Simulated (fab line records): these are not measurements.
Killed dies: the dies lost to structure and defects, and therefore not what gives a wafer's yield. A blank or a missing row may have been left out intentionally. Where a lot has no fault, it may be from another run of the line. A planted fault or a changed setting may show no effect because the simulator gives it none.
Split-lot experiment / flow n5_finfet / 7 lots, 39 wafers read, on a route of 1938 steps

ABOUT THE SPLIT
At N5_SD_EPI_N_ETCH_16 (etches SiO2 in CHF3/O2, target depth 5 nm), the setting target_depth_a was moved away from the recipe's 50 angstrom on 9 of the 39 wafers read, by -4.1% to +11.5%. For the rest of the wafers, this setting stayed at what the recipe calls for.

The reading is taken at the split's own step.

THE READING
etch.depth_nm (the simulator's own value, which no gauge read), in nm, at N5_SD_EPI_N_ETCH_16 (etches SiO2 in CHF3/O2, target depth 5 nm). There is no usual value for it anywhere in the file. Across the 30 wafers here that went through the recipe, the average is 4.965 nm and the standard deviation 0.066 nm.

wafer=L076.1; tool, chamber at the split=rie_diel-06, 2; target_depth_a as run, angstrom=50; against the recipe=recipe; etch.depth_nm, nm=4.974; against lot-mates on the recipe=-
wafer=L076.2; tool, chamber at the split=rie_diel-06, 1; target_depth_a as run, angstrom=50; against the recipe=recipe; etch.depth_nm, nm=4.903; against lot-mates on the recipe=-
wafer=L076.3; tool, chamber at the split=rie_diel-06, 0; target_depth_a as run, angstrom=50; against the recipe=recipe; etch.depth_nm, nm=4.976; against lot-mates on the recipe=-
wafer=L076.4; tool, chamber at the split=rie_diel-06, 2; target_depth_a as run, angstrom=50; against the recipe=recipe; etch.depth_nm, nm=4.934; against lot-mates on the recipe=-
wafer=L076.5; tool, chamber at the split=rie_diel-06, 1; target_depth_a as run, angstrom=50; against the recipe=recipe; etch.depth_nm, nm=4.897; against lot-mates on the recipe=-
wafer=L076.6; tool, chamber at the split=rie_diel-06, 0; target_depth_a as run, angstrom=50; against the recipe=recipe; etch.depth_nm, nm=4.994; against lot-mates on the recipe=-
wafer=L082.3; tool, chamber at the split=rie_diel-02, 1; target_depth_a as run, angstrom=50; against the recipe=recipe; etch.depth_nm, nm=5.017; against lot-mates on the recipe=-
wafer=L082.4; tool, chamber at the split=rie_diel-02, 1; target_depth_a as run, angstrom=50; against the recipe=recipe; etch.depth_nm, nm=4.994; against lot-mates on the recipe=-
wafer=L082.5; tool, chamber at the split=rie_diel-02, 0; target_depth_a as run, angstrom=50; against the recipe=recipe; etch.depth_nm, nm=5.079; against lot-mates on the recipe=-
wafer=L083.1; tool, chamber at the split=rie_diel-01, 0; target_depth_a as run, angstrom=55.76; against the recipe=+11.5%; etch.depth_nm, nm=5.485; against lot-mates on the recipe=+0.631
wafer=L083.2; tool, chamber at the split=rie_diel-01, 2; target_depth_a as run, angstrom=55.76; against the recipe=+11.5%; etch.depth_nm, nm=5.49; against lot-mates on the recipe=+0.636
wafer=L083.3; tool, chamber at the split=rie_diel-01, 3; target_depth_a as run, angstrom=50; against the recipe=recipe; etch.depth_nm, nm=4.809; against lot-mates on the recipe=-
wafer=L083.4; tool, chamber at the split=rie_diel-01, 1; target_depth_a as run, angstrom=50; against the recipe=recipe; etch.depth_nm, nm=4.935; against lot-mates on the recipe=-
wafer=L083.5; tool, chamber at the split=rie_diel-01, 3; target_depth_a as run, angstrom=50; against the recipe=recipe; etch.depth_nm, nm=4.817; against lot-mates on the recipe=-
wafer=L083.6; tool, chamber at the split=rie_diel-01, 0; target_depth_a as run, angstrom=55.76; against the recipe=+11.5%; etch.depth_nm, nm=5.498; against lot-mates on the recipe=+0.644
wafer=L087.1; tool, chamber at the split=rie_diel-02, 2; target_depth_a as run, angstrom=50; against the recipe=recipe; etch.depth_nm, nm=4.841; against lot-mates on the recipe=-
wafer=L087.2; tool, chamber at the split=rie_diel-02, 3; target_depth_a as run, angstrom=50; against the recipe=recipe; etch.depth_nm, nm=4.983; against lot-mates on the recipe=-
wafer=L087.3; tool, chamber at the split=rie_diel-02, 1; target_depth_a as run, angstrom=50; against the recipe=recipe; etch.depth_nm, nm=4.977; against lot-mates on the recipe=-
wafer=L087.4; tool, chamber at the split=rie_diel-02, 0; target_depth_a as run, angstrom=50; against the recipe=recipe; etch.depth_nm, nm=5.001; against lot-mates on the recipe=-
wafer=L087.5; tool, chamber at the split=rie_diel-02, 3; target_depth_a as run, angstrom=50; against the recipe=recipe; etch.depth_nm, nm=4.924; against lot-mates on the recipe=-
wafer=L087.6; tool, chamber at the split=rie_diel-02, 0; target_depth_a as run, angstrom=50; against the recipe=recipe; etch.depth_nm, nm=4.971; against lot-mates on the recipe=-
wafer=L089.1; tool, chamber at the split=rie_diel-01, 2; target_depth_a as run, angstrom=50; against the recipe=recipe; etch.depth_nm, nm=5.04; against lot-mates on the recipe=-
wafer=L089.2; tool, chamber at the split=rie_diel-01, 1; target_depth_a as run, angstrom=50; against the recipe=recipe; etch.depth_nm, nm=4.985; against lot-mates on the recipe=-
wafer=L089.3; tool, chamber at the split=rie_diel-01, 0; target_depth_a as run, angstrom=47.97; against the recipe=-4.1%; etch.depth_nm, nm=4.758; against lot-mates on the recipe=-0.267
wafer=L089.4; tool, chamber at the split=rie_diel-01, 2; target_depth_a as run, angstrom=50; against the recipe=recipe; etch.depth_nm, nm=5.05; against lot-mates on the recipe=-
wafer=L089.5; tool, chamber at the split=rie_diel-01, 0; target_depth_a as run, angstrom=47.97; against the recipe=-4.1%; etch.depth_nm, nm=4.734; against lot-mates on the recipe=-0.291
wafer=L089.6; tool, chamber at the split=rie_diel-01, 1; target_depth_a as run, angstrom=47.97; against the recipe=-4.1%; etch.depth_nm, nm=4.763; against lot-mates on the recipe=-0.262
wafer=L090.1; tool, chamber at the split=rie_diel-01, 1,0; target_depth_a as run, angstrom=50; against the recipe=recipe; etch.depth_nm, nm=4.93; against lot-mates on the recipe=-
wafer=L090.5; tool, chamber at the split=rie_diel-01, 1,0; target_depth_a as run, angstrom=50; against the recipe=recipe; etch.depth_nm, nm=4.93; against lot-mates on the recipe=-
wafer=L090.2; tool, chamber at the split=rie_diel-01, 0; target_depth_a as run, angstrom=50; against the recipe=recipe; etch.depth_nm, nm=4.901; against lot-mates on the recipe=-
wafer=L090.3; tool, chamber at the split=rie_diel-01, 2; target_depth_a as run, angstrom=50; against the recipe=recipe; etch.depth_nm, nm=5.031; against lot-mates on the recipe=-
wafer=L090.4; tool, chamber at the split=rie_diel-01, 2; target_depth_a as run, angstrom=50; against the recipe=recipe; etch.depth_nm, nm=5.011; against lot-mates on the recipe=-
wafer=L090.6; tool, chamber at the split=rie_diel-01, 1; target_depth_a as run, angstrom=50; against the recipe=recipe; etch.depth_nm, nm=4.981; against lot-mates on the recipe=-
wafer=L096.1; tool, chamber at the split=rie_diel-02, 3; target_depth_a as run, angstrom=50; against the recipe=recipe; etch.depth_nm, nm=5.037; against lot-mates on the recipe=-
wafer=L096.2; tool, chamber at the split=rie_diel-02, 1; target_depth_a as run, angstrom=50; against the recipe=recipe; etch.depth_nm, nm=4.997; against lot-mates on the recipe=-
wafer=L096.3; tool, chamber at the split=rie_diel-02, 1; target_depth_a as run, angstrom=51.69; against the recipe=+3.4%; etch.depth_nm, nm=5.214; against lot-mates on the recipe=+0.195
wafer=L096.4; tool, chamber at the split=rie_diel-02, 3; target_depth_a as run, angstrom=50; against the recipe=recipe; etch.depth_nm, nm=5.024; against lot-mates on the recipe=-
wafer=L096.5; tool, chamber at the split=rie_diel-02, 1; target_depth_a as run, angstrom=51.69; against the recipe=+3.4%; etch.depth_nm, nm=5.184; against lot-mates on the recipe=+0.165
wafer=L096.6; tool, chamber at the split=rie_diel-02, 3; target_depth_a as run, angstrom=51.69; against the recipe=+3.4%; etch.depth_nm, nm=5.202; against lot-mates on the recipe=+0.183
The file does not say which wafer passed through which chamber wherever a row lists several chambers: such a row stands for several wafers.

FIT RESULTS
A straight line over all 39 wafers: etch.depth_nm changes by +0.0479 nm for each +1% of target_depth_a; r = +0.94; the points scatter about the line by 0.063 nm.
The same after taking each lot's own level away (the mean of its wafers on the recipe; 39 wafers): +0.0568 nm for each +1%; r = +0.98; scatter 0.041 nm.
Per that fit: largest target_depth_a move, reading shift of 0.65 nm.
Across the lots, their own levels run from 4.8537 to 5.0300 nm, a range of 2.7 times the standard deviation given above.
So the slope is not independent of the lot-to-lot level: the two fits are not the same.
Check: +0.655 nm against its lot-mates is what the line predicts for one of the wafers moved furthest among these (+11.5%) when that wafer is left out of the fit. Against them it came out at +0.631 nm.

OTHER SPLITS ON THESE WAFERS
These wafers also went through other splits before the reading. Each is held against what the fit with the lots' levels taken away leaves over:
other split on the same wafers=N5_WELL_APT_IMPLANT_32 energy_kev; wafers away from the commonest value=9; r with etch.depth_nm (lot level and that fit taken away)=+0.05
other split on the same wafers=N5_FIN_SAQP_ETCH_65 time_s; wafers away from the commonest value=12; r with etch.depth_nm (lot level and that fit taken away)=+0.16
other split on the same wafers=N5_FIN_CUT_ETCH_21 time_s; wafers away from the commonest value=9; r with etch.depth_nm (lot level and that fit taken away)=-0.13
other split on the same wafers=N5_DUMMY_GATE_ETCH_37 source_w; wafers away from the commonest value=15; r with etch.depth_nm (lot level and that fit taken away)=+0.11
other split on the same wafers=N5_DUMMY_GATE_ETCH_31 target_depth_a; wafers away from the commonest value=12; r with etch.depth_nm (lot level and that fit taken away)=+0.00
other split on the same wafers=N5_DUMMY_GATE_ETCH_42 bias_w; wafers away from the commonest value=15; r with etch.depth_nm (lot level and that fit taken away)=-0.16

FILE'S OWN FIT
etch.depth_nm changes by +0.0564 nm for each +1% of target_depth_a, r = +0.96.
